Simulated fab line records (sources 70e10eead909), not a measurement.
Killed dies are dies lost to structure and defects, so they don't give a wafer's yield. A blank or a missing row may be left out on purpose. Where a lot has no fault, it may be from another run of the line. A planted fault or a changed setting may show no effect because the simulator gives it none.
Matching of chambers / flow nandHarc / pecvd-02 running NHARC_A_STAIRCASE_DEP_156: 3 sister chambers
The step deposits SiNx, target thk 50 nm. 16 wafers are shown with their chamber, then 8 later ones without.

## WAFERS WITH THEIR CHAMBER
wafer=L075.2; chamber=1; heaterPowerW (W)=802
wafer=L075.5; chamber=1; heaterPowerW (W)=801
wafer=L075.6; chamber=2; heaterPowerW (W)=700
wafer=L085.1; chamber=2; heaterPowerW (W)=580
wafer=L085.4; chamber=1; heaterPowerW (W)=805
wafer=L085.5; chamber=2; heaterPowerW (W)=579
wafer=L085.2; chamber=1; heaterPowerW (W)=754
wafer=L085.3; chamber=0; heaterPowerW (W)=637
wafer=L085.6; chamber=0; heaterPowerW (W)=622
wafer=L083.1; chamber=0; heaterPowerW (W)=691
wafer=L083.4; chamber=2; heaterPowerW (W)=699
wafer=L083.5; chamber=1; heaterPowerW (W)=883
wafer=L095.1; chamber=1; heaterPowerW (W)=726
wafer=L095.2; chamber=2; heaterPowerW (W)=674
wafer=L095.6; chamber=0; heaterPowerW (W)=621
wafer=L094.2; chamber=2; heaterPowerW (W)=664

SIGNATURES (averages over the wafers above)
reading=heaterPowerW; chamber 0=642.75; chamber 1=795.17; chamber 2=649.33; scatter within a chamber=50.6
Rule: a wafer lies at a distance from a chamber equal to the root of the sum of squares, over the readings, of (its reading less the chamber's mean, divided by the reading's scatter). If the next closest chamber is less than 2 further off than the closest, the wafer can't be placed; otherwise it belongs to the closest. The scatter: the root of (the sum of the squares of (reading less its chamber's mean) over the shown wafers, divided by (wafers less chambers)).

## WAFERS WITHOUT THEIR CHAMBER
wafer=L094.3; heaterPowerW (W)=762
wafer=L094.4; heaterPowerW (W)=790
wafer=L094.1; heaterPowerW (W)=633
wafer=L094.5; heaterPowerW (W)=668
wafer=L094.6; heaterPowerW (W)=654
wafer=L097.2; heaterPowerW (W)=734
wafer=L097.5; heaterPowerW (W)=753
wafer=L097.6; heaterPowerW (W)=683

## THE CHAMBER EACH PASSED THROUGH
wafer=L094.3; from the rows above=can't be placed: 1 or 2 or 0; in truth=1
wafer=L094.4; from the rows above=1; in truth=1
wafer=L094.1; from the rows above=can't be placed: 0 or 2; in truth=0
wafer=L094.5; from the rows above=can't be placed: 2 or 0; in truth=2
wafer=L094.6; from the rows above=can't be placed: 2 or 0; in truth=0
wafer=L097.2; from the rows above=can't be placed: 1 or 2 or 0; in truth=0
wafer=L097.5; from the rows above=can't be placed: 1 or 2 or 0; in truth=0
wafer=L097.6; from the rows above=can't be placed: 2 or 0 or 1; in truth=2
Placed correctly: 1 of 8. Unplaceable from these rows: 7, with the true chamber sitting among the candidates in 7. Wrongly placed: 0.
